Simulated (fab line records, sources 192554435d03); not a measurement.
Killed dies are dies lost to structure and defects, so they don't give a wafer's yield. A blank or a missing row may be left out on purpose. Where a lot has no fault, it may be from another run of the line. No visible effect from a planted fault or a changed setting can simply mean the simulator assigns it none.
A lot that was struck, set against a sound lot -- flow n5 finfet -- 18 steps out of a route of 1938
Sound: these wafers, L989.1, L989.2, L989.6. Struck: wafers L107.2, L107.3. The cause comes at the end.
Order at every step that has rows: each side's tool, ch and its chambers, its first start. Under that, the readings that differ: sound wafers -- struck wafers -- difference of the means -- sigmas: that difference in standard deviations of wafers without a fault.
alike: same words and numbers on both sides, and readings whose means sit less than 2 such deviations apart. not compared: any withheld reading, any reading some wafer has no value for, any bound like >300 that may hide the same value, and any number with overlapping values for which the record gives no deviation.
Wherever a step has rows on one side only, a row that says differs or no value, or a row with sigmas, the two part there. Numbers that have no deviation but don't overlap get no sigmas and don't part them. A reading missing from all wafers of one side parts the sides only when that side holds two or more wafers.

first, 7 steps without rows for these wafers: N5_BEOL_M9_COAT_60 (time 60 s, resist thk 30 nm); N5_BEOL_M9_COAT_05 (resist thk 90 nm); N5_BEOL_M9_EBR_07; N5_BEOL_M9_SOFTBAKE_06 (time 60 s); N5_BEOL_M9_EXPOSE_08 (exposes mask M9); N5_BEOL_M9_PEB_09 (peb time 60 s); N5_BEOL_M9_DEVELOP_10 (develop time 30 s).
N5_BEOL_M9_CD_MEAS_11: the cd target is 64.1 nm.
  sound on cd sem-01 ch 0, day 9 14:22; struck on cd sem-03 ch 0, day 15 04:42
  alike: cd nm
N5_BEOL_M9_OVL_MEAS_12:
  sound on overlay-01 ch 0, day 9 14:23; struck on overlay-01 ch 0, day 15 04:44
reading,sound,struck,difference,sigmas
M9_OVL (nm),0.9 1.1 1.3,-0.8 -0.4,-1.7,-2
N5_BEOL_M9_INSPECT_13: inspects for defects (brightfield).
  sound on defect inspect-02, day 9 14:25; struck on defect inspect-01, day 15 04:45
  alike: raw defect count
N5_BEOL_M9_DESCUM_16: chemistry O2, time 7.9 s.
  sound on rie diel-06 ch 2,3, day 9 14:27; struck on rie diel-06 ch 2,3, day 15 04:47
  alike: drypump motor current A, o2 flow sccm, oes product au, rf vpp V, showerhead plenum p Torr, throttle valve pct
  not compared: rf hours counter h
N5_BEOL_M9_ETCH_61: etches SiARC in CF4, target depth 39 nm, time 65 s.
  sound on rie diel-06 ch 2,3, day 9 14:29; struck on rie diel-06 ch 2,3, day 15 04:49
  alike: drypump motor current A, etch rf on time s, oes product au, rf vpp V, showerhead plenum p Torr, throttle valve pct
  not compared: rf hours counter h
N5_BEOL_M9_ETCH_62: etches SOC in N2/H2, target depth 110 nm, overetch 22 nm, time 165 s.
  sound on rie diel-06 ch 2,3, day 9 14:32; struck on rie diel-06 ch 2,3, day 15 04:52
reading,sound,struck,difference,sigmas
model.SiARC_of_BEOL_M9_COAT_60.thk nm (nm),23.6 23.4 23.2,22.8 22.8,-0.6,
  alike: drypump motor current A, oes product au, rf vpp V, showerhead plenum p Torr, throttle valve pct
  not compared: rf hours counter h
then, 1 step without rows for these wafers: N5_BEOL_M9_STRIP_68 (strips in N2/H2).
N5_BEOL_M9_STRIP_67: strips in CF4.
  sound on rie diel-06 ch 2,3, day 9 14:41; struck on rie diel-06 ch 2,3, day 15 05:01
  alike: drypump motor current A, oes product au, rf vpp V, showerhead plenum p Torr, throttle valve pct
  not compared: rf hours counter h
N5_BEOL_M9_HM_OPEN_17: chemistry Cl2/BCl3, target TiN, target depth 20 nm, overetch 6 nm.
  sound on rie metal-03 ch 0,1, day 9 14:43; struck on rie metal-03 ch 0, day 15 05:04
reading,sound,struck,difference,sigmas
he backside leak sccm (sccm),5.56 3.19 3.43,3.15 2.96,-1.00,-3
oes product au (a.u.),0.66 0.51 0.50,0.76 0.76,+0.20,+2
model.etch.depth nm (nm),19.6 19.7 19.56,18.8 18.8,-0.8,
  alike: drypump motor current A, throttle valve pct
  not compared: rf hours counter h
N5_BEOL_M9_STRIP_19: strips in O2.
  sound on rie diel-05 ch 0,2,3, day 9 14:50; struck on rie diel-05 ch 1,2, day 15 05:10
  alike: drypump motor current A, o2 flow sccm, oes product au, rf vpp V, showerhead plenum p Torr, throttle valve pct
  not compared: rf hours counter h
-- here the record skips 3 days between the struck wafers' starts before and after, leaving off in module BEOL_M9 and picking up in module PASSIVATION (first step shown: number 1936 of the route) --
N5_PASSIVATION_PROBE_49:
  record: rows for the struck wafers here (prober-01, day 17 22:13), none for the sound ones

## WHERE THEY PART
First at N5_BEOL_M9_OVL_MEAS_12; last, within this record, at N5_PASSIVATION_PROBE_49.

WHY: what the simulator had put in
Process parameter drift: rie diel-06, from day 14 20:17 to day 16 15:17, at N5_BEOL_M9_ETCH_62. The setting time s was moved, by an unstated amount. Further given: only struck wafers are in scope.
